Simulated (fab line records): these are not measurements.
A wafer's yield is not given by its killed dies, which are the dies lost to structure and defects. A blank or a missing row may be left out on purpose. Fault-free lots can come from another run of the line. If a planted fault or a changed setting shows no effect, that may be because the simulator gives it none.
fab line records    flow nand-harc
record lots=13  wafers=39  last-day=24
route steps=1159 shown P_GATE@175 P_CONTACT@233 END@1159
lots that met no fault: taken from a fault-free run of the same line
start-h: hours from the record's opening day to when the first of the lot's shown wafers began    wait-h: time in hours since the lot's previous step    " identical to the entry in the row above    L1.1+2: one row covering several wafers at once    - either no value or no given start    * or withheld: withheld    < > ~ a bound
route shown NAME@n: names a module that has steps shown in the file, with the first one's number in the route    usual: the fault-free wafers' mean and standard deviation    same: alike in all rows    chamber/n: place in a boat    sites: readings site by site    _std_site: how widely they spread, as a standard deviation    _edge_site: mean of outer sites minus mean of inner sites    radius-mm: how far each site lies from the wafer's centre    mask NAME#n: copy n    behind: the tool/chamber that last shaped the wafer    hold: what put the lot on hold/how long, in hours/how the hold closed    device: the n, p or np transistor that did not switch    end of line: tests of these same wafers at the route's end    a step given without rows: its recipe and nothing more    killed: count of dies lost to structure and defects at first sort (not the wafer's yield)    map: a wafer's dies, x killed, . not, _ none there
set.NAME: the run value of the setting; set.NAME@STEP: its run value at that earlier step    model.NAME: the simulator's own value behind a step, which no gauge read
a sample of lots followed through the steps of the route, with each step as a table and each wafer as a row
services: a tool's chamber out of use, with start hour (start-h, from the record's first day; less than 0 if before it), hours out, and reason
## steps
# step NHARC_P_GATE_STRIP_75
# recipe power-w=1500  temp-c=250  chemistry=O2
# usual drypump-motor-current-A=5.32/0.27  heater-power-w=350/35
lot.wafer  tool             chamber  start-h  wait-h  drypump-motor-current-A  heater-power-w  rf-hours-counter-h
L815.2     plasma-asher-02  0        105.25   0.2     5.60                     296             27
L815.3     "                1        "        "       5.77                     322             -
L815.6     "                1        "        "       5.74                     335             -
L814.1     plasma-asher-02  0        105.75   0.2     5.57                     291             28
L814.3     "                1        "        "       5.72                     327             -
L814.6     "                0        "        "       5.60                     295             -
L816.1     plasma-asher-02  0        117.94   0.2     5.59                     292             32
L816.4     "                1        "        "       5.72                     327             -
L816.5     "                0        "        "       5.58                     298             -
L817.1     plasma-asher-01  0        118.25   0.2     5.08                     348             2
L817.5     "                1        "        "       5.15                     398             -
L817.6     "                0        "        "       5.09                     354             -
L820.2     plasma-asher-02  0        140.10   0.2     5.58                     297             37
L820.4     "                0        "        "       5.60                     300             -
L820.6     "                0        "        "       5.58                     296             -
L821.1     plasma-asher-01  0        142.30   0.2     5.12                     361             7
L821.3     "                1        "        "       5.15                     391             -
L821.4     "                0        "        "       5.12                     358             -
L822.2     plasma-asher-01  0        150.28   0.2     5.10                     351             10
L822.1     "                1        "        "       5.13                     391             10
L822.4     "                1        "        "       5.10                     397             -
L824.3     plasma-asher-01  0        164.67   0.2     5.10                     360             -
L824.5     "                0        "        "       5.11                     352             -
L824.6     "                1        "        "       5.12                     402             -
L827.1     plasma-asher-01  1        176.76   0.3     5.12                     384             22
L827.2     "                0        "        "       5.11                     358             22
L827.6     "                1        "        "       5.15                     394             -
L825.3     plasma-asher-01  0        177.74   0.2     5.09                     345             -
L825.4     "                1        "        "       5.14                     398             -
L825.5     "                0        "        "       5.08                     351             -
L826.1     plasma-asher-01  0        181.23   0.2     5.10                     362             25
L826.4     "                0        "        "       5.10                     357             -
L826.6     "                1        "        "       5.14                     385             -
L828.1     plasma-asher-01  0        184.46   0.2     5.12                     352             27
L828.3     "                0        "        "       5.12                     348             -
L828.5     "                0        "        "       5.11                     351             -
L830.2     plasma-asher-01  0        198.15   0.3     5.12                     359             33
L830.1     "                1        "        "       5.14                     392             33
L830.4     "                0        "        "       5.11                     351             -
# step NHARC_P_GATE_STRIP_113
# recipe power-w=1500  temp-c=110  time-s=740  chemistry=N2/H2
# usual drypump-motor-current-A=5.44/0.28  heater-power-w=90/9.7
# same time-s=740
lot.wafer  tool             chamber  start-h  wait-h  drypump-motor-current-A  heater-power-w  rf-hours-counter-h
L815.2     plasma-asher-01  1        108.62   0.2     5.15                     104             0
L815.3     "                1        "        "       5.14                     102             -
L815.6     "                1        "        "       5.14                     108             -
L814.1     plasma-asher-02  0        108.96   0.2     5.56                     78              30
L814.3     "                0        "        "       5.56                     78              -
L814.6     "                0        "        "       5.58                     77              -
L816.1     plasma-asher-01  1        121.10   0.2     5.12                     109             3
L816.4     "                1        "        "       5.10                     106             -
L816.5     "                0        "        "       5.12                     94              -
L817.1     plasma-asher-02  0        121.73   0.4     5.58                     79              33
L817.6     "                0        "        "       5.58                     80              -
L817.5     "                1        "        "       5.73                     89              -
L820.2     plasma-asher-02  1        143.37   0.3     5.81                     87              38
L820.4     "                1        "        "       5.78                     88              -
L820.6     "                0        "        "       5.60                     80              -
L821.1     plasma-asher-01  0        145.56   0.3     5.09                     95              8
L821.4     "                1        "        "       5.14                     105             -
L821.3     "                0        "        "       5.09                     91              -
L822.2     plasma-asher-02  0        153.34   0.2     5.60                     79              41
L822.1     "                1        "        "       5.76                     86              41
L822.4     "                0        "        "       5.57                     80              -
L824.3     plasma-asher-02  1        168.09   0.5     5.73                     88              -
L824.6     "                0        "        "       5.61                     80              -
L824.5     "                1        "        "       5.75                     88              -
L827.2     plasma-asher-02  0        179.97   0.2     5.59                     79              54
L827.1     "                1        "        "       5.76                     86              54
L827.6     "                1        "        "       5.76                     87              -
L825.3     plasma-asher-01  0        181.53   0.8     5.10                     95              -
L825.4     "                1        "        "       5.16                     106             -
L825.5     "                0        "        "       5.09                     96              -
L826.1     plasma-asher-01  0        184.52   0.3     5.11                     96              27
L826.4     "                1        "        "       5.14                     103             -
L826.6     "                1        "        "       5.13                     105             -
L828.1     plasma-asher-01  1        188.55   0.3     5.12                     106             30
L828.3     "                1        "        "       5.13                     105             -
L828.5     "                0        "        "       5.11                     95              -
L830.2     plasma-asher-02  0        201.20   0.2     5.59                     78              3
L830.1     "                1        "        "       5.74                     86              3
L830.4     "                1        "        "       5.73                     88              -
# step NHARC_P_GATE_RTA_80
# recipe temp-c=300  time-s=30
# usual lamp-power-pct=2.03/0.1  wafer_temp_C_max=301.3/0.37
# same time-s=30
lot.wafer  tool           chamber  start-h  wait-h  lamp-power-pct  wafer_temp_C_max
L815.2     rtp-anneal-01  0        110.54   -       2.13            301.3
L815.3     "              0        "        "       2.13            301.1
L815.6     "              0        "        "       2.13            301.1
L814.1     rtp-anneal-01  0        110.84   -       2.12            301.1
L814.3     "              0        "        "       2.12            301.0
L814.6     "              0        "        "       2.12            301.1
L816.1     rtp-anneal-01  0        123.05   -       2.12            301.7
L816.4     "              0        "        "       2.12            301.2
L816.5     "              0        "        "       2.13            301.6
L817.1     rtp-anneal-02  0        123.68   -       1.93            300.7
L817.5     "              0        "        "       1.93            300.8
L817.6     "              0        "        "       1.93            300.8
L820.2     rtp-anneal-02  0        145.36   -       1.92            300.6
L820.4     "              0        "        "       1.92            300.8
L820.6     "              0        "        "       1.92            300.8
L821.1     rtp-anneal-02  0        147.44   -       1.93            300.8
L821.3     "              0        "        "       1.93            301.3
L821.4     "              0        "        "       1.93            301.2
L822.1     rtp-anneal-02  0        155.22   -       1.93            300.9
L822.2     "              0        "        "       1.93            300.7
L822.4     "              0        "        "       1.93            301.1
L824.3     rtp-anneal-01  0        169.69   -       2.12            301.6
L824.5     "              0        "        "       2.12            301.9
L824.6     "              0        "        "       2.13            301.1
L827.1     rtp-anneal-01  0        181.84   -       2.13            301.4
L827.2     "              0        "        "       2.13            301.3
L827.6     "              0        "        "       2.13            301.1
L825.3     rtp-anneal-01  0        183.24   -       2.12            301.5
L825.4     "              0        "        "       2.12            301.6
L825.5     "              0        "        "       2.13            301.4
L826.1     rtp-anneal-01  0        186.43   -       2.13            301.4
L826.4     "              0        "        "       2.13            301.1
L826.6     "              0        "        "       2.13            301.4
L828.1     rtp-anneal-02  0        190.31   -       1.92            301.6
L828.3     "              0        "        "       1.93            300.9
L828.5     "              0        "        "       1.92            301.1
L830.1     rtp-anneal-02  0        203.11   -       1.93            301.0
L830.2     "              0        "        "       1.93            300.7
L830.4     "              0        "        "       1.92            301.1
# step NHARC_P_GATE_INSPECT_68
# usual raw-defect-count=206/84
lot.wafer  tool               chamber  start-h  wait-h  raw-defect-count
L815.2     defect-inspect-01  -        111.21   0.1     179
L815.3     "                  -        "        "       123
L815.6     "                  -        "        "       188
L814.1     defect-inspect-01  -        111.49   0.2     146
L814.3     "                  -        "        "       222
L814.6     "                  -        "        "       126
L816.1     defect-inspect-01  -        123.71   0.2     154
L816.4     "                  -        "        "       202
L816.5     "                  -        "        "       276
L817.1     defect-inspect-02  -        124.34   0.2     172
L817.5     "                  -        "        "       173
L817.6     "                  -        "        "       193
L820.2     defect-inspect-01  -        146.01   0.1     225
L820.4     "                  -        "        "       527
L820.6     "                  -        "        "       329
L821.1     defect-inspect-02  -        148.11   0.2     148
L821.3     "                  -        "        "       228
L821.4     "                  -        "        "       185
L822.1     defect-inspect-01  -        155.88   0.2     233
L822.2     "                  -        "        "       173
L822.4     "                  -        "        "       227
L824.3     defect-inspect-02  -        170.35   0.2     151
L824.5     "                  -        "        "       131
L824.6     "                  -        "        "       137
L827.1     defect-inspect-02  -        182.52   0.2     295
L827.2     "                  -        "        "       186
L827.6     "                  -        "        "       157
L825.3     defect-inspect-02  -        183.84   0.1     213
L825.4     "                  -        "        "       151
L825.5     "                  -        "        "       178
L826.1     defect-inspect-01  -        187.08   0.2     107
L826.4     "                  -        "        "       167
L826.6     "                  -        "        "       175
L828.1     defect-inspect-01  -        190.97   0.2     489
L828.3     "                  -        "        "       546
L828.5     "                  -        "        "       437
L830.1     defect-inspect-02  -        203.90   0.2     82
L830.2     "                  -        "        "       558
L830.4     "                  -        "        "       611
# step NHARC_P_CONTACT_OVL_MEAS_13
# usual overlay-x-nm=-0.3/0.82  overlay-y-nm=-0.3/0.84
lot.wafer  tool        chamber  start-h  wait-h  overlay-x-nm  overlay-y-nm
L815.2     overlay-02  -        112.91   -       -0.2          0.1
L815.3     "           -        "        "       0.0           0.6
L815.6     "           -        "        "       0.3           0.0
L814.1     overlay-02  -        113.20   -       0.1           -0.2
L814.3     "           -        "        "       -0.4          -0.2
L814.6     "           -        "        "       -0.3          0.5
L816.1     overlay-02  -        125.40   -       -0.7          -0.2
L816.4     "           -        "        "       -0.4          -0.4
L816.5     "           -        "        "       -0.1          -0.5
L817.1     overlay-02  -        125.91   -       -1.8          -1.0
L817.5     "           -        "        "       -1.8          -0.8
L817.6     "           -        "        "       -1.8          -0.5
L820.2     overlay-02  -        147.96   -       -1.1          0.7
L820.4     "           -        "        "       -1.1          0.9
L820.6     "           -        "        "       -0.6          0.6
L821.1     overlay-01  -        149.81   -       0.2           0.1
L821.3     "           -        "        "       -0.8          0.8
L821.4     "           -        "        "       0.3           -0.3
L822.1     overlay-01  -        157.57   -       -0.4          -1.9
L822.2     "           -        "        "       -0.2          -1.5
L822.4     "           -        "        "       -0.7          -0.9
L824.3     overlay-02  -        172.32   -       -0.1          -0.1
L824.5     "           -        "        "       1.1           -0.4
L824.6     "           -        "        "       0.1           0.4
L827.1     overlay-01  -        184.26   -       -1.3          0.1
L827.2     "           -        "        "       -0.9          0.3
L827.6     "           -        "        "       -1.1          0.0
L825.3     overlay-02  -        185.78   -       0.3           -0.1
L825.4     "           -        "        "       -0.3          -0.6
L825.5     "           -        "        "       0.3           -0.7
L826.1     overlay-02  -        188.81   -       0.8           0.2
L826.4     "           -        "        "       1.0           0.5
L826.6     "           -        "        "       1.4           0.2
L828.1     overlay-02  -        192.56   -       0.2           -0.4
L828.3     "           -        "        "       0.2           -0.9
L828.5     "           -        "        "       0.7           -0.8
L830.1     overlay-01  -        205.52   -       0.3           -2.4
L830.2     "           -        "        "       0.4           -2.2
L830.4     "           -        "        "       0.6           -2.6
# step NHARC_END_SORT_01
# recipe temp-c=25
# usual killed-at-array=26/11  killed-at-other=0.4/0.78  killed-at-periphery=3.4/2.4  killed-dies=29/11  killed-open=3.1/1.9  killed-short=1.9/1.4
# same gross-dies=677
lot.wafer  tool       chamber  start-h  wait-h  killed-at-array  killed-at-other  killed-at-periphery  killed-dies  killed-open  killed-short
L828.1     prober-01  0        575.54   2.5     30               1                68                   99           4            1
L828.3     prober-01  0        577.16   3.1     28               0                79                   107          2            2
L828.5     prober-01  0        578.78   3.7     36               1                74                   111          1            3
L830.1     prober-02  0        575.85   2.5     20               0                7                    27           2            2
L830.2     prober-02  0        576.64   2.8     39               0                91                   130          4            5
L830.4     prober-02  0        578.21   3.4     38               0                82                   120          2            1
# killed by level:class
L828.1 P_GATE:unspecified=65 A_CHANNEL_HOLE_D1:chamber-film-flake=17 A_SLIT:chamber-film-flake=5 A_CHANNEL_FILL_D1:chamber-film-flake=2 P_GATE:geometric-particle:open=1 A_ONON_D1:geometric-particle:open=1 A_CHANNEL_FILL_D1:geometric-particle:short=1 A_CHANNEL_FILL_D1:geometric-particle:open=1
L830.1 A_CONTACT:chamber-film-flake=9 A_SLIT:chamber-film-flake=4 P_GATE:chamber-film-flake=3 P_M2:chamber-film-flake=3 A_CHANNEL_FILL_D1:geometric-particle:short=2 A_CHANNEL_HOLE_D1:chamber-film-flake=2 P_GATE:geometric-particle:open=1 A_BLC:geometric-particle:open=1
L830.2 P_GATE:unspecified=84 A_SLIT:chamber-film-flake=18 A_CONTACT:chamber-film-flake=10 P_M2:chamber-film-flake=3 P_ZERO_WELL:chamber-film-flake=2 A_CHANNEL_HOLE_D1:chamber-film-flake=2 A_BLC:chamber-film-flake=2 P_GATE:geometric-particle:open=1
L828.3 P_GATE:unspecified=77 A_SLIT:chamber-film-flake=13 A_CHANNEL_HOLE_D1:chamber-film-flake=8 A_STAIRCASE:chamber-film-flake=3 P_GATE:geometric-particle:open=1 P_M1:geometric-particle:short=1 A_WL_FILL:geometric-particle:short=1 A_M1:geometric-particle:open=1
L830.4 P_GATE:unspecified=80 A_SLIT:chamber-film-flake=20 A_CONTACT:chamber-film-flake=8 A_CHANNEL_HOLE_D1:chamber-film-flake=6 A_BLC:chamber-film-flake=2 P_CONTACT:geometric-particle:open=1 A_ONON_D1:geometric-particle:short=1 A_M0:geometric-particle:open=1
L828.5 P_GATE:unspecified=72 A_CHANNEL_HOLE_D1:chamber-film-flake=19 A_SLIT:chamber-film-flake=14 P_CONTACT:geometric-particle:short=1 A_ONON_D1:geometric-particle:short=1 A_SGD_CUT:geometric-particle:open=1 STARTING-WAFER:geometric-particle:short=1 P_M1:chamber-film-flake=1
## services
tool             chamber  start-h  hours  kind
plasma-asher-01  -        99.52    9.0    pm
plasma-asher-01  0        99.52    9.0    vent-cycle
plasma-asher-01  1        99.52    9.0    vent-cycle
plasma-asher-01  0        108.52   -      clean
plasma-asher-01  1        108.52   -      clean
rtp-anneal-02    -        162.90   3.9    repair
plasma-asher-02  -        183.31   9.0    pm
plasma-asher-02  0        183.31   9.0    vent-cycle
plasma-asher-02  1        183.31   9.0    vent-cycle
plasma-asher-01  -        191.68   6.0    repair
plasma-asher-02  0        192.31   -      clean
plasma-asher-02  1        192.31   -      clean
## key
first-sign step=NHARC_P_GATE_INSPECT_68  reading=raw-defect-count  direction=up  sigmas=3.8  usual=206  struck=528
effect step=NHARC_END_SORT_01  reading=killed-at-periphery  direction=up  sigmas=31  usual=3.4  struck=78.8
more-kills-born-at NHARC_P_GATE_STRIP_75@plasma-asher-01=378
met-at NHARC_P_GATE_STRIP_75
struck-lots L828,L830
struck-wafers L828.1,L828.3,L828.5,L830.2,L830.4
tester-left-out L828,L830
not-acting-at NHARC_P_GATE_STRIP_113,NHARC_P_GATE_RTA_80,NHARC_P_CONTACT_OVL_MEAS_13
onset-between 181.23 184.46
fault kind=chamber-particle-source  tool=plasma-asher-01  chamber=0  onset-h=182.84  steps=NHARC_P_GATE_STRIP_75  rate-per-visit-cm2=0.54459  end-h=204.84
# tester-left-out: of these lots the tester's yield and bins aren't shown, on N5 and GAA mostly nor the transistor test; their killed dies are dies lost to structure and defects alone, not to doping, threshold or leakage, so they don't give the yield
